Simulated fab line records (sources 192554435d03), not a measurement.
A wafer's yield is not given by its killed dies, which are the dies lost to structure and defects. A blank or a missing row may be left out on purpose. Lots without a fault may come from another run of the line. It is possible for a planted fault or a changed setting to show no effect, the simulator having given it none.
fab line records    flow n5Finfet
record: lots: 6  wafers: 18  lastDay: 17
route steps=1938 shown BEOL_M6@1209 PASSIVATION@1936
lots untouched by any fault: they come from a run of this same line in which no faults occurred
startH: hours from the record's first day to the start of the lot's first wafer shown    waitH: time in hours since the lot's previous step    " as in the row above    L1.1+2: a single row standing in for several wafers    - either no value or no given start    * or withheld: withheld    < > ~ a bound
route shown NAME@n: names a module that has steps shown in the file, with the first one's number in the route    usual: mean/standard deviation of fault-free wafers    same: alike in all rows    chamber/n: place in a boat    sites: the reading at each site    _std_site: their standard deviation    _edge_site: inner sites' mean taken away from outer sites' mean    radiusMm: for every site, how far away it sits from the centre of the wafer    mask NAME#n: copy n    behind: the last tool/chamber to shape the wafer    hold: the reason the lot was held/the length of the hold in hours/how it ended    device: the n, p or np transistor that did not switch    end of line: tests run on the same wafers once the route is complete    a step without rows: its recipe alone    killed: at the first sort, the dies lost to defects and structure; wafer yield is something else    map: dies across one wafer; x = killed, . = not, _ = none there
set.NAME: the setting as run; set.NAME@STEP: as run at that earlier step    model.NAME: the simulator's own value behind a step, which no gauge read
lots seen at some steps along the route; tables by step, rows by wafer
services: from which hour (startH, from the record's first day; less than 0 if before it) a tool's chamber was out of use, for how many hours, and why
== steps ==
step: N5_BEOL_M6_INSPECT_13
recipe: mode: adi  inspectInstrument: brightfield
usual: rawDefectCount: 410/97
lot.wafer  tool              chamber  startH  waitH  rawDefectCount
L919.2     defectInspect-01  -        219.26  0.0    384
L919.5     "                 -        "       "      365
L919.6     "                 -        "       "      359
L918.2     defectInspect-02  -        219.86  0.0    502
L918.3     "                 -        "       "      873
L918.4     "                 -        "       "      428
L925.1     defectInspect-01  -        261.12  0.0    449
L925.5     "                 -        "       "      386
L925.6     "                 -        "       "      390
L927.1     defectInspect-01  -        261.29  0.0    386
L927.2     "                 -        "       "      501
L927.3     "                 -        "       "      401
L935.2     defectInspect-01  -        325.14  0.0    387
L935.5     "                 -        "       "      438
L935.6     "                 -        "       "      391
L937.1     defectInspect-02  -        328.50  0.0    428
L937.2     "                 -        "       "      368
L937.5     "                 -        "       "      477
step: N5_BEOL_M6_DESCUM_16
recipe: chemistry: O2  timeS: 7.9  sourcePowerW: 50  biasPowerW: 20  pressureMtorr: 20  rfFrequencyHz: 2.712e+07  tempC: 40  resist: CAR-ArF  o2FlowSccm: 225
step: N5_BEOL_M6_ETCH_61
recipe: chemistry: CF4  target: SiARC  targetDepthA: 455  maskMaterial: CAR-ArF  timeS: 75.8  ionEnergyEv: 80  pressureMtorr: 40  sourceW: 545  biasW: 36  Ar_flow_sccm: 100  cf4FlowSccm: 100  ends: cleared
usual: cf4FlowSccm: 99.99/0.27  drypumpMotorCurrentA: 5.6/0.55  etchRfOnTimeS: 75.1/2.2  oesProductAu: 0.66/0.064  rfVppV: 183.9/1.1  showerheadPlenumPTorr: 2.12/0.074  throttleValvePct: 15.72/0.21
lot.wafer  tool        chamber  startH  waitH  cf4FlowSccm  drypumpMotorCurrentA  etchRfOnTimeS  oesProductAu  rfHoursCounterH  rfVppV  showerheadPlenumPTorr  throttleValvePct
L919.2     rieDiel-04  2        219.33  0.0    99.85        4.9                   79.6           0.59          218              185.8   2.20                   15.75
L919.5     "           0        "       "      100.41       6.0                   74.9           0.63          -                184.6   2.23                   15.76
L919.6     "           1        "       "      99.97        5.8                   74.6           0.72          -                184.0   2.18                   15.82
L918.2     rieDiel-04  2        220.23  0.0    99.50        4.8                   79.5           0.59          218              185.6   2.20                   15.75
L918.3     "           1        "       "      100.22       5.8                   74.5           0.72          60               182.8   2.18                   15.81
L918.4     "           0        "       "      100.21       6.1                   74.6           0.64          147              186.5   2.23                   15.76
L925.1     rieDiel-04  0        261.19  0.0    99.64        6.0                   75.4           0.62          163              184.2   2.23                   15.81
L925.5     "           2        "       "      100.10       4.9                   79.5           0.58          -                185.7   2.20                   15.77
L925.6     "           1        "       "      99.95        5.8                   75.0           0.71          -                183.7   2.17                   15.84
L927.1     rieDiel-06  3        261.36  0.0    100.04       5.1                   74.4           0.74          40               183.1   2.09                   15.41
L927.2     "           2        "       "      100.08       5.6                   72.4           0.75          46               185.1   2.17                   15.36
L927.3     "           1        "       "      99.94        5.6                   74.7           0.61          212              184.0   1.96                   15.87
L935.2     rieDiel-06  0        325.88  0.0    100.20       6.4                   75.9           0.76          35               182.1   2.09                   15.33
L935.5     "           0        "       "      100.20       6.4                   76.4           0.77          -                183.5   2.09                   15.32
L935.6     "           3        "       "      99.72        5.1                   74.8           0.71          -                183.4   2.08                   15.45
L937.1     rieDiel-06  1        328.57  0.0    100.02       5.6                   75.9           0.59          236              182.8   1.95                   15.92
L937.2     "           0        "       "      99.60        6.4                   76.3           0.77          37               185.1   2.09                   15.32
L937.5     "           3        "       "      99.96        5.1                   74.8           0.71          -                185.2   2.08                   15.45
step: N5_BEOL_M6_ETCH_62
recipe: chemistry: N2/H2  target: SOC  targetDepthA: 1100  overetchA: 220  maskMaterial: SiARC  tempC: 40  timeS: 165  ionEnergyEv: 200  pressureMtorr: 30  sourceW: 840  biasW: 150  n2FlowSccm: 200  h2FlowSccm: 200
usual: drypumpMotorCurrentA: 5.6/0.55  oesProductAu: 0.65/0.06  rfVppV: 523.3/2.6  showerheadPlenumPTorr: 2.52/0.092  throttleValvePct: 17.95/0.2
lot.wafer  tool        chamber  startH  waitH  drypumpMotorCurrentA  oesProductAu  rfHoursCounterH  rfVppV  showerheadPlenumPTorr  throttleValvePct
L919.2     rieDiel-04  2        219.39  0.0    4.9                   0.60          218              524.8   2.62                   17.88
L919.5     "           0        "       "      6.0                   0.63          -                525.7   2.67                   18.12
L919.6     "           1        "       "      5.8                   0.72          -                525.8   2.58                   18.06
L918.2     rieDiel-04  2        220.28  0.0    4.9                   0.60          218              526.0   2.62                   17.89
L918.3     "           1        "       "      5.8                   0.72          60               524.2   2.58                   18.05
L918.4     "           0        "       "      6.0                   0.63          147              527.9   2.67                   18.14
L925.1     rieDiel-04  0        261.25  0.0    6.0                   0.62          163              526.8   2.66                   18.15
L925.5     "           2        "       "      4.9                   0.59          -                527.5   2.61                   17.91
L925.6     "           1        "       "      5.8                   0.69          -                524.7   2.57                   18.08
L927.1     rieDiel-06  3        261.41  0.0    5.1                   0.73          40               521.8   2.48                   17.72
L927.2     "           2        "       "      5.6                   0.73          46               525.5   2.56                   17.47
L927.3     "           1        "       "      5.6                   0.60          212              517.6   2.30                   17.95
L935.2     rieDiel-06  0        325.93  0.0    6.4                   0.76          35               523.7   2.50                   17.81
L935.5     "           0        "       "      6.4                   0.76          -                522.7   2.50                   17.82
L935.6     "           3        "       "      5.1                   0.70          -                521.5   2.47                   17.76
L937.1     rieDiel-06  1        328.62  0.0    5.6                   0.60          236              517.2   2.29                   17.99
L937.2     "           0        "       "      6.5                   0.76          37               521.8   2.50                   17.83
L937.5     "           3        "       "      5.1                   0.70          -                522.2   2.47                   17.76
step: N5_BEOL_M6_STRIP_68
recipe: chemistry: N2/H2  tempC: 40  n2FlowSccm: 200  h2FlowSccm: 200  rfFrequencyHz: 6e+07
step: N5_BEOL_M6_STRIP_67
recipe: chemistry: CF4  resist: SiARC  powerW: 300  biasPowerW: 75  pressureMtorr: 50  cf4FlowSccm: 150  rfFrequencyHz: 6e+07
usual: cf4FlowSccm: 150.0/0.43  drypumpMotorCurrentA: 5.6/0.55  oesProductAu: 0.77/0.072  rfVppV: 270.7/1.7  showerheadPlenumPTorr: 1.78/0.06  throttleValvePct: 13.69/0.22
lot.wafer  tool        chamber  startH  waitH  cf4FlowSccm  drypumpMotorCurrentA  oesProductAu  rfHoursCounterH  rfVppV  showerheadPlenumPTorr  throttleValvePct
L919.2     rieDiel-04  2        219.53  0.0    150.7        4.9                   0.71          218              271.2   1.84                   13.72
L919.5     "           0        "       "      149.0        6.0                   0.75          -                271.3   1.87                   13.73
L919.6     "           1        "       "      150.2        5.8                   0.84          -                272.7   1.82                   13.71
L918.2     rieDiel-04  2        220.43  0.0    150.0        4.9                   0.71          218              271.4   1.84                   13.72
L918.3     "           1        "       "      149.9        5.8                   0.84          60               273.9   1.82                   13.73
L918.4     "           0        "       "      150.5        6.0                   0.75          147              271.1   1.87                   13.73
L925.1     rieDiel-04  0        261.39  0.0    149.6        6.0                   0.73          163              271.2   1.86                   13.76
L925.5     "           2        "       "      149.7        4.9                   0.70          -                272.0   1.83                   13.77
L925.6     "           1        "       "      150.2        5.8                   0.83          -                270.7   1.82                   13.75
L927.1     rieDiel-06  3        261.56  0.0    149.1        5.1                   0.86          40               270.0   1.75                   13.35
L927.2     "           2        "       "      150.2        5.6                   0.86          47               273.1   1.83                   13.39
L927.3     "           1        "       "      149.0        5.6                   0.71          212              267.2   1.64                   13.86
L935.2     rieDiel-06  0        326.08  0.0    150.3        6.5                   0.90          36               271.0   1.74                   13.24
L935.5     "           0        "       "      149.7        6.4                   0.89          -                272.3   1.74                   13.23
L935.6     "           3        "       "      149.3        5.1                   0.82          -                270.7   1.74                   13.39
L937.1     rieDiel-06  1        328.77  0.0    150.6        5.6                   0.70          236              267.9   1.64                   13.91
L937.2     "           0        "       "      150.0        6.4                   0.90          37               270.7   1.74                   13.24
L937.5     "           3        "       "      149.8        5.1                   0.83          -                270.9   1.74                   13.39
step: N5_BEOL_M6_HM_OPEN_17
recipe: chemistry: Cl2/BCl3  targetDepthA: 200  overetchA: 60  target: TiN  maskMaterial: SOC  ionEnergyEv: 150  pressureMtorr: 10  icpW: 1000  biasW: 126  Cl2_flow_sccm: 53.25  bcl3FlowSccm: 21.75  Ar_flow_sccm: 25
usual: bcl3FlowSccm: 21.74/0.062  drypumpMotorCurrentA: 5.46/0.27  mfcCl2Sccm: 53.25/0.16  oesProductAu: 0.70/0.046  throttleValvePct: 22.04/0.15
lot.wafer  tool         chamber  startH  waitH  bcl3FlowSccm  drypumpMotorCurrentA  mfcCl2Sccm  oesProductAu  rfHoursCounterH  throttleValvePct
L919.2     rieMetal-02  0        219.58  0.0    21.81         5.45                  53.33       0.66          48               21.82
L919.5     "            0        "       "      21.64         5.48                  53.56       0.65          -                21.83
L919.6     "            1        "       "      21.73         5.74                  53.24       0.77          -                22.13
L918.2     rieMetal-02  1        220.47  0.0    21.79         5.74                  53.11       0.76          8                22.15
L918.3     "            1        "       "      21.80         5.74                  53.17       0.75          -                22.15
L918.4     "            0        "       "      21.71         5.46                  53.11       0.65          -                21.82
L925.1     rieMetal-02  1        261.44  0.0    21.75         5.73                  53.25       0.74          11               22.16
L925.5     "            1        "       "      21.71         5.72                  53.34       0.75          -                22.16
L925.6     "            0        "       "      21.77         5.49                  53.57       0.64          -                21.86
L927.1     rieMetal-02  0        261.60  0.0    21.71         5.51                  53.22       0.64          52               21.85
L927.2     "            1        "       "      21.71         5.74                  53.25       0.74          11               22.16
L927.3     "            1        "       "      21.67         5.74                  53.27       0.74          -                22.17
L935.2     rieMetal-02  0        326.13  0.0    21.66         5.47                  53.13       0.62          58               21.88
L935.5     "            0        "       "      21.69         5.48                  52.84       0.63          -                21.87
L935.6     "            1        "       "      21.76         5.77                  53.37       0.72          -                22.18
L937.1     rieMetal-01  1        328.81  0.0    21.73         5.19                  53.08       0.66          46               22.25
L937.2     "            0        "       "      21.71         5.37                  53.41       0.70          28               22.02
L937.5     "            1        "       "      21.72         5.18                  53.32       0.66          -                22.24
step: N5_BEOL_M6_STRIP_19
recipe: chemistry: O2  powerW: 400  tempC: 40  pressureMtorr: 30  rfFrequencyHz: 6e+07  biasPowerW: 0  overashFraction: 0.2  o2FlowSccm: 225
usual: drypumpMotorCurrentA: 5.6/0.52  oesProductAu: 0.78/0.091  rfVppV: 3.7/0.62  showerheadPlenumPTorr: 2.07/0.073  throttleValvePct: 16.77/0.23
lot.wafer  tool        chamber  startH  waitH  drypumpMotorCurrentA  oesProductAu  rfHoursCounterH  rfVppV  showerheadPlenumPTorr  throttleValvePct
L919.2     rieDiel-05  2        219.88  0.3    6.5                   0.79          141              4.8     2.10                   16.65
L919.5     "           1        "       "      6.1                   0.72          -                2.6     1.97                   16.96
L919.6     "           2        "       "      6.5                   0.79          -                4.2     2.10                   16.63
L918.2     rieDiel-06  0        220.58  0.1    6.4                   1.03          0                3.8     2.06                   16.34
L918.3     "           1        "       "      5.6                   0.71          197              3.8     1.92                   17.00
L918.4     "           3        "       "      5.1                   0.88          26               4.3     2.06                   16.53
L925.1     rieDiel-05  3        261.55  0.1    5.4                   0.74          198              4.5     2.08                   16.80
L925.5     "           0        "       "      5.7                   0.72          -                3.7     2.08                   17.12
L925.6     "           2        "       "      6.5                   0.77          -                2.5     2.09                   16.69
L927.1     rieDiel-06  2        261.87  0.2    5.6                   0.87          47               2.8     2.14                   16.49
L927.2     "           3        "       "      5.1                   0.86          40               3.7     2.06                   16.57
L927.3     "           1        "       "      5.6                   0.70          212              4.2     1.92                   17.00
L935.2     rieDiel-04  1        326.24  0.1    5.8                   0.81          101              3.9     2.11                   16.89
L935.5     "           3        "       "      4.9                   0.69          -                3.8     2.00                   17.04
L935.6     "           0        "       "      6.0                   0.72          -                3.9     2.17                   16.86
L937.1     rieDiel-05  0        328.98  0.1    5.7                   0.69          238              3.2     2.07                   17.16
L937.2     "           2        "       "      6.5                   0.74          188              4.8     2.08                   16.72
L937.5     "           3        "       "      5.4                   0.71          -                2.5     2.08                   16.84
step: N5_BEOL_M6_CD_MEAS_18
recipe: pitchNm: 80  targetCdNm: 40
usual: cdNm: 39.7/0.58
lot.wafer  tool      chamber  startH  waitH  cdNm
L919.2     cdSem-03  -        219.95  0.1    40.5
L919.5     "         -        "       "      40.4
L919.6     "         -        "       "      39.9
L918.2     cdSem-02  -        220.65  0.1    40.2
L918.3     "         -        "       "      40.2
L918.4     "         -        "       "      40.9
L925.1     cdSem-01  -        261.62  0.0    39.5
L925.5     "         -        "       "      40.0
L925.6     "         -        "       "      40.9
L927.1     cdSem-03  -        261.94  0.0    39.2
L927.2     "         -        "       "      39.5
L927.3     "         -        "       "      39.5
L935.2     cdSem-02  -        326.31  0.1    39.2
L935.5     "         -        "       "      39.6
L935.6     "         -        "       "      40.0
L937.1     cdSem-03  -        329.05  0.0    39.1
L937.2     "         -        "       "      39.3
L937.5     "         -        "       "      39.6
step: N5_BEOL_M6_COAT_63
recipe: resist: SOC  tempC: 250  timeS: 60  spinRpm: 1500  resistThkNm: 60
step: N5_BEOL_M6_COAT_64
recipe: resist: SiARC  tempC: 220  timeS: 60  spinRpm: 1500  resistThkNm: 12
step: N5_BEOL_M6_COAT_71
recipe: resist: underlayer  tempC: 205  timeS: 60  spinRpm: 1500  resistThkNm: 5
step: N5_BEOL_M6_COAT_22
recipe: resist: CAR-EUV  spinRpm: 1500  resistThkNm: 30
usual: spinSpeedRpm: 1499.9/0.93
lot.wafer  tool           chamber  startH  waitH  spinSpeedRpm  model.CAR-EUV_of_BEOL_M6_COAT_22.thkNm
L919.2     lithoTrack-03  0        220.92  -      1499.8        30
L919.5     "              0        "       "      1498.3        30
L919.6     "              0        "       "      1500.6        30
L918.2     lithoTrack-02  0        220.93  -      1500.0        30
L918.3     "              0        "       "      1499.7        30.2
L918.4     "              0        "       "      1499.5        30
L925.1     lithoTrack-03  0        261.80  -      1570.3        29.4
L925.5     "              0        "       "      1569.1        29.4
L925.6     "              0        "       "      1568.2        29.4
L927.1     lithoTrack-03  0        264.62  -      1568.6        29.2
L927.2     "              0        "       "      1568.8        29.2
L927.3     "              0        "       "      1568.8        29.2
L935.2     lithoTrack-02  0        326.38  -      1501.0        30.2
L935.5     "              0        "       "      1498.9        30
L935.6     "              0        "       "      1499.3        30
L937.1     lithoTrack-04  0        329.09  -      1500.4        30.2
L937.2     "              0        "       "      1499.7        30
L937.5     "              0        "       "      1500.1        30
step: N5_BEOL_M6_EBR_24
recipe: solvent: PGMEA  ebrWidthMm: 1.5
step: N5_BEOL_M6_SOFTBAKE_23
recipe: tempC: 110  timeS: 60  resist: CAR-EUV
step: N5_BEOL_M6_EXPOSE_25
recipe: maskId: V5  na: 0.33  sourceShape: annular  sigmaInner: 0.4  sigmaOuter: 0.8  polarization: unpolarized  targetCdNm: 40  doseMj: 45
step: N5_BEOL_M6_PEB_26
recipe: pebTempC: 100  pebTimeS: 60  resist: CAR-EUV
step: N5_BEOL_M6_DEVELOP_27
recipe: developTimeS: 30  developer: TMAH  resist: CAR-EUV  rinseLiquid: surfactantRinse  dry: airSpin  devTempC: 23
step: N5_BEOL_M6_CD_MEAS_28
recipe: targetCdNm: 40  landingEnergyEv: 500  detector: seInlens
usual: cdNm: 40.04/0.24
same: landingEnergyEv: 500
lot.wafer  tool      chamber  startH  waitH  cdNm
L919.2     cdSem-03  0        221.19  -      40.30
L919.5     "         0        "       "      39.41
L919.6     "         0        "       "      39.80
L918.2     cdSem-03  0        221.28  -      40.01
L918.3     "         0        "       "      40.05
L918.4     "         0        "       "      39.73
L925.1     cdSem-02  0        262.06  -      39.97
L925.5     "         0        "       "      40.57
L925.6     "         0        "       "      40.41
L927.1     cdSem-01  0        265.01  -      40.38
L927.2     "         0        "       "      39.97
L927.3     "         0        "       "      40.36
L935.2     cdSem-01  0        326.68  -      39.90
L935.5     "         0        "       "      39.81
L935.6     "         0        "       "      39.91
L937.1     cdSem-03  0        329.36  -      39.64
L937.2     "         0        "       "      40.10
L937.5     "         0        "       "      40.30
step: N5_BEOL_M6_OVL_MEAS_29
recipe: pointsPerWafer: 522
usual: V5_OVL: 0.3/0.6
lot.wafer  tool        chamber  startH  waitH  V5_OVL[nm]
L919.2     overlay-02  0        221.22  0.0    -0.4
L919.5     "           0        "       "      0.4
L919.6     "           0        "       "      -0.5
L918.2     overlay-02  0        221.32  0.0    0.3
L918.3     "           0        "       "      1.0
L918.4     "           0        "       "      0.8
L925.1     overlay-02  0        262.09  0.0    0.5
L925.5     "           0        "       "      0.1
L925.6     "           0        "       "      -0.4
L927.1     overlay-02  0        265.04  0.0    0.1
L927.2     "           0        "       "      -0.5
L927.3     "           0        "       "      0.5
L935.2     overlay-01  0        326.71  0.0    -0.2
L935.5     "           0        "       "      -0.2
L935.6     "           0        "       "      0.0
L937.1     overlay-02  0        329.39  0.0    -0.2
L937.2     "           0        "       "      0.0
L937.5     "           0        "       "      0.1
step: N5_BEOL_M6_INSPECT_30
recipe: mode: adi  inspectInstrument: brightfield
usual: rawDefectCount: 410/97
lot.wafer  tool              chamber  startH  waitH  rawDefectCount
L919.2     defectInspect-02  -        221.28  0.0    405
L919.5     "                 -        "       "      395
L919.6     "                 -        "       "      360
L918.2     defectInspect-02  -        221.37  0.0    510
L918.3     "                 -        "       "      843
L918.4     "                 -        "       "      423
L925.1     defectInspect-01  -        262.15  0.1    429
L925.5     "                 -        "       "      389
L925.6     "                 -        "       "      387
L927.1     defectInspect-02  -        265.09  0.1    380
L927.2     "                 -        "       "      526
L927.3     "                 -        "       "      402
L935.2     defectInspect-02  -        326.76  0.0    385
L935.5     "                 -        "       "      449
L935.6     "                 -        "       "      382
L937.1     defectInspect-01  -        329.44  0.1    424
L937.2     "                 -        "       "      353
L937.5     "                 -        "       "      493
step: N5_BEOL_M6_DESCUM_33
recipe: chemistry: O2  timeS: 7  sourcePowerW: 50  biasPowerW: 20  pressureMtorr: 20  rfFrequencyHz: 2.712e+07  tempC: 40  resist: CAR-EUV  o2FlowSccm: 225
usual: drypumpMotorCurrentA: 5.7/0.53  oesProductAu: 0.77/0.074  rfVppV: 242.9/1.4  showerheadPlenumPTorr: 2.08/0.073  throttleValvePct: 20.56/0.18
lot.wafer  tool        chamber  startH  waitH  drypumpMotorCurrentA  oesProductAu  rfHoursCounterH  rfVppV  showerheadPlenumPTorr  throttleValvePct  model.CAR-EUV_of_BEOL_M6_COAT_22.thkNm
L919.2     rieDiel-05  0        221.31  0.0    5.8                   0.72          197              242.5   2.08                   20.84             26
L919.5     "           0        "       "      5.7                   0.72          -                242.1   2.08                   20.84             26
L919.6     "           3        "       "      5.4                   0.75          -                242.4   2.09                   20.52             26
L918.2     rieDiel-04  3        222.11  0.7    4.9                   0.73          173              241.7   2.00                   20.76             26
L918.3     "           0        "       "      6.0                   0.74          147              242.9   2.18                   20.52             26.2
L918.4     "           2        "       "      4.9                   0.70          219              242.3   2.16                   20.56             26.2
L925.1     rieDiel-05  2        262.19  0.0    6.5                   0.78          160              243.8   2.09                   20.37             25.4
L925.5     "           0        "       "      5.7                   0.71          -                242.7   2.07                   20.85             25.4
L925.6     "           2        "       "      6.5                   0.77          -                243.1   2.09                   20.38             25.4
L927.1     rieDiel-06  0        265.30  0.2    6.5                   0.95          15               242.8   2.05                   20.19             25.2
L927.2     "           2        "       "      5.6                   0.87          49               244.1   2.13                   20.29             25.2
L927.3     "           3        "       "      5.1                   0.87          42               243.2   2.05                   20.36             25.4
L935.2     rieDiel-05  0        326.80  0.0    5.7                   0.70          237              242.4   2.07                   20.89             26.2
L935.5     "           2        "       "      6.5                   0.74          -                242.6   2.08                   20.43             26
L935.6     "           3        "       "      5.4                   0.71          -                243.3   2.07                   20.60             26
L937.1     rieDiel-06  2        329.87  0.4    5.6                   0.82          73               243.6   2.12                   20.31             26.2
L937.2     "           3        "       "      5.1                   0.83          64               241.7   2.04                   20.39             26
L937.5     "           0        "       "      6.4                   0.89          -                241.7   2.04                   20.22             26
step: N5_BEOL_M6_ETCH_72
recipe: chemistry: N2/H2  target: underlayer  targetDepthA: 65  maskMaterial: CAR-EUV  timeS: 5.2  ionEnergyEv: 200  pressureMtorr: 30  sourceW: 840  biasW: 150  n2FlowSccm: 200  h2FlowSccm: 200  ends: cleared
step: N5_PASSIVATION_PROBE_49
usual: defectLimitedYield: 91.6/1.2  killed_at_M0_to_M3: 33/9.4  killed_at_M4_up: 13/5.2  killedAtContacts: 13/5.6  killedAtFrontEnd: 37/9.5  killedAtOther: 4/3.1  killedDies: 99/15  killedOpen: 65/11  killedShort: 32/7.5  sort_bin_5_function: 4.9/0.77  sort_bin_6_memory: 3.1/0.65  sort_bin_8_speed: 0.01/0.056  sortNPass: 1081/15  sortYieldPct: 91.6/1.2
same: grossDies: 1180  killedAtBackSide: 0  sort_bin_4_leakage[%]: 0
lot.wafer  tool       chamber  startH  waitH  defectLimitedYield[%]  killed_at_M0_to_M3  killed_at_M4_up  killedAtContacts  killedAtFrontEnd  killedAtOther  killedDies  killedOpen  killedShort  sort_bin_5_function[%]  sort_bin_6_memory[%]  sort_bin_8_speed[%]  sortNPass  sortYieldPct[%]
L918.2     prober-02  -        322.33  0.1    92.1                   35                  15               8                 34                1              93          70          22           5.4                     2.3                   0                    1087       92.1
L918.3     prober-02  -        322.38  0.1    90.8                   40                  21               8                 36                3              108         57          48           4.3                     4.0                   0                    1072       90.8
L918.4     prober-02  -        322.43  0.2    91.4                   28                  26               13                32                2              101         68          33           5.7                     2.6                   0                    1079       91.4
L937.1     prober-01  -        414.14  0.0    90.2                   25                  30               11                42                8              116         79          35           5.7                     4.0                   0                    1064       90.2
L937.2     prober-01  -        414.19  0.1    92.1                   23                  19               6                 37                8              93          64          29           5.3                     2.5                   0                    1087       92.1
L937.5     prober-01  -        414.34  0.2    91.1                   37                  18               8                 31                11             105         70          31           5.7                     2.8                   0                    1075       91.1
killed by level:class
L918.2 BEOL_M0_SAQP:geometricParticle:open=9 BEOL_M4:geometricParticle:open=9 BEOL_M2:geometricParticle:open=7 STARTING-WAFER:geometricParticle:open=7 BEOL_M0_SAQP:geometricParticle:short=5 BEOL_M3:geometricParticle:open=5 FIN_SAQP:geometricParticle:open=4 SPACER0:geometricParticle:open=4
L918.3 BEOL_M0_SAQP:geometricParticle:short=17 BEOL_M4:geometricParticle:open=12 BEOL_M2:geometricParticle:open=10 SPACER0:geometricParticle:short=7 MOL_CONTACT_COAG:geometricParticle:open=6 FIN_SAQP:geometricParticle:short=5 GATE_CUT:geometricParticle:open=5 GATE_CUT:geometricParticle:short=4
L918.4 BEOL_M4:geometricParticle:open=13 MOL_CONTACT_COAG:geometricParticle:open=10 BEOL_M2:geometricParticle:open=6 FIN_SAQP:geometricParticle:open=5 STI_FIN_REVEAL:geometricParticle:open=5 ILD0:geometricParticle:open=5 BEOL_M4:geometricParticle:short=5 BEOL_M0:geometricParticle:open=4
L937.1 BEOL_M4:geometricParticle:open=13 STI_FIN_REVEAL:geometricParticle:open=12 BEOL_M2:geometricParticle:open=9 FIN_SAQP:geometricParticle:short=8 MOL_CONTACT_COAG:geometricParticle:open=8 FIN_SAQP:geometricParticle:open=6 BEOL_M0_SAQP:geometricParticle:short=6 BEOL_M6:geometricParticle:open=4
L937.2 STI_FIN_REVEAL:geometricParticle:open=10 BEOL_M4:geometricParticle:open=9 BEOL_M2:geometricParticle:open=8 BEOL_M0_SAQP:geometricParticle:open=6 FIN_SAQP:geometricParticle:short=5 GATE_CUT:geometricParticle:short=5 MOL_CONTACT_COAG:geometricParticle:open=5 STARTING-WAFER:geometricParticle:short=4
L937.5 BEOL_M1:geometricParticle:open=14 MOL_CONTACT_COAG:geometricParticle:open=8 BEOL_M2:geometricParticle:open=8 BEOL_M4:geometricParticle:open=8 STI_FIN_REVEAL:geometricParticle:open=7 FIN_SAQP:geometricParticle:short=3 STI_FIN_REVEAL:geometricParticle:short=3 DUMMY_GATE:geometricParticle:open=3
== services ==
tool           chamber  startH  hours  kind
rieMetal-01    -        204.00  0.5    repair
rieDiel-06     0        204.57  -      clean
rieDiel-06     0        204.57  -      consumableReplace:focusRing
rieDiel-06     0        204.57  14.5   scheduledDown
rieDiel-06     0        204.57  14.5   ventCycle
rieDiel-05     -        219.24  0.6    repair
rieDiel-06     -        226.50  4.3    pm
rieDiel-06     2        244.62  10.0   repair
rieDiel-05     1        249.20  16.5   repair
rieDiel-04     3        277.18  5.2    repair
rieMetal-02    -        281.58  1.0    repair
rieMetal-02    -        293.50  1.4    pm
rieDiel-04     2        310.68  -      clean
rieDiel-04     2        310.68  -      consumableReplace:focusRing
rieDiel-04     2        310.68  15.0   scheduledDown
rieDiel-04     2        310.68  15.0   ventCycle
rieMetal-01    -        311.40  1.4    pm
lithoTrack-02  -        312.56  -      consumableReplace:filter
rieDiel-05     1        327.80  -      clean
rieDiel-05     1        327.80  -      consumableReplace:focusRing
rieDiel-05     1        327.80  -      consumableReplace:showerhead
rieDiel-05     1        327.80  14.5   scheduledDown
rieDiel-05     1        327.80  14.5   ventCycle
rieDiel-04     -        328.49  15.6   pm
== key ==
firstSign: step: N5_BEOL_M6_COAT_22  reading: spinSpeedRpm  direction: up  sigmas: 74  usual: *  struck: *
effect none on later readings
modelEffect: step: N5_BEOL_M6_COAT_22  value: CAR-EUV_of_BEOL_M6_COAT_22.thkNm  without: 29.93  struck: 29.3
modelEffect: step: N5_BEOL_M6_DESCUM_33  value: CAR-EUV_of_BEOL_M6_COAT_22.thkNm  without: 26.1  struck: 25.33
metAt N5_BEOL_M6_COAT_22
struckWafers L925.1,L925.5,L925.6,L927.1,L927.2,L927.3
onsetBetween 220.92 261.80
fault: kind: processParameterDrift  tool: lithoTrack-03  chamber: -  onsetH: 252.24  steps: N5_BEOL_M6_COAT_22  channel: spinRpm  offset: *  shape: step  endH: 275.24  actsIn: *  stated: *
